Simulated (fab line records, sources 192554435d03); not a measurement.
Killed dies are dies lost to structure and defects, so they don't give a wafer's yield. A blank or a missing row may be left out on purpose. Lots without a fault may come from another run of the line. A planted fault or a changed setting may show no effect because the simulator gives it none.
Split-lot experiment | flow n5_finfet | 7 lots, 21 wafers read, on a route of 1938 steps

THE SPLIT
At N5_MIM_BOT_LITHO_EXPOSE_05 (exposes mask MIM BOT), the setting dose_mj was moved away from the recipe's 24.25 on 5 of the 21 wafers read, by +4.1% to +7.5%. The other wafers ran this setting at the recipe's value.

FROM THE SPLIT TO THE READING: what the file shows between them, 3 steps
- N5_MIM_BOT_LITHO_PEB_06
- N5_MIM_BOT_LITHO_DEVELOP_07: develop time 60 s
- N5_MIM_BOT_LITHO_HARDBAKE_09: time 120 s

THE READING
cd_nm, in nm, at N5_MIM_BOT_LITHO_CD_MEAS_08 (target cd 3000 nm). Fault-free wafers of this fab line usually give 2999.9 nm, standard deviation 1.5 nm.

wafer  | tool, chamber at the split | dose_mj as run | against the recipe | cd_nm, nm | against lot-mates on the recipe
L078.2 | krf_scanner-02, 0          | 24.25          | recipe             | 2999.0    | -
L078.3 | krf_scanner-02, 0          | 24.25          | recipe             | 2999.8    | -
L078.4 | krf_scanner-02, 0          | 26.07          | +7.5%              | 3014.4    | +15.0
L076.2 | krf_scanner-01, 0          | 24.25          | recipe             | 3000.3    | -
L076.4 | krf_scanner-01, 0          | 24.25          | recipe             | 3000.8    | -
L076.5 | krf_scanner-01, 0          | 24.25          | recipe             | 3001.0    | -
L079.4 | krf_scanner-02, 0          | 24.25          | recipe             | 3000.7    | -
L079.5 | krf_scanner-02, 0          | 26.03          | +7.3%              | 3012.6    | +11.9
L079.6 | krf_scanner-02, 0          | 26.03          | +7.3%              | 3015.6    | +14.9
L081.1 | krf_scanner-01, 0          | 24.25          | recipe             | 2999.2    | -
L081.2 | krf_scanner-01, 0          | 24.25          | recipe             | 2999.8    | -
L081.6 | krf_scanner-01, 0          | 24.25          | recipe             | 3001.0    | -
L083.3 | krf_scanner-02, 0          | 24.25          | recipe             | 2997.6    | -
L083.4 | krf_scanner-02, 0          | 24.25          | recipe             | 3000.0    | -
L083.5 | krf_scanner-02, 0          | 24.25          | recipe             | 2999.0    | -
L084.2 | krf_scanner-02, 0          | 24.25          | recipe             | 2998.9    | -
L084.3 | krf_scanner-02, 0          | 24.25          | recipe             | 3002.2    | -
L084.6 | krf_scanner-02, 0          | 24.25          | recipe             | 2999.7    | -
L096.2 | krf_scanner-01, 0          | 24.25          | recipe             | 3000.3    | -
L096.4 | krf_scanner-01, 0          | 25.25          | +4.1%              | 3007.7    | +7.4
L096.5 | krf_scanner-01, 0          | 25.25          | +4.1%              | 3005.9    | +5.6

THE FIT
A straight line over all 21 wafers: cd_nm changes by +1.89 nm for each +1% of dose_mj; r = +0.98; the points scatter about the line by 1.2 nm.
The same after taking each lot's own level away (the mean of its wafers on the recipe; 21 wafers): +1.84 nm for each +1%; r = +0.98; scatter 1.1 nm.
On that fit, the largest move of dose_mj shifts the reading by 14 nm.
The lots' own levels span 2998.87 to 3000.70 nm, that is 1.2 times the standard deviation above.
So the lot-to-lot level changes the slope little: the two slopes agree.
Check: with one of the wafers moved furthest among these (+7.5%) left out of the fit, the line predicts +13.3 nm for it against its lot-mates. It came out at +15 nm against them.

OTHER SPLITS ON THESE WAFERS
These wafers also went through other splits before the reading. Each is held against what the fit with the lots' levels taken away leaves over:
other split on the same wafers | wafers away from the commonest value | r with cd_nm (lot level and that fit taken away)
N5_BEOL_M14_EXPOSE_07 dose_mj  | 5                                    | +0.13
N5_BEOL_M15_SPUTTER_44 power_w | 5                                    | -0.19

THE FILE'S OWN FIT
cd_nm changes by +1.87 nm for each +1% of dose_mj, r = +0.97.
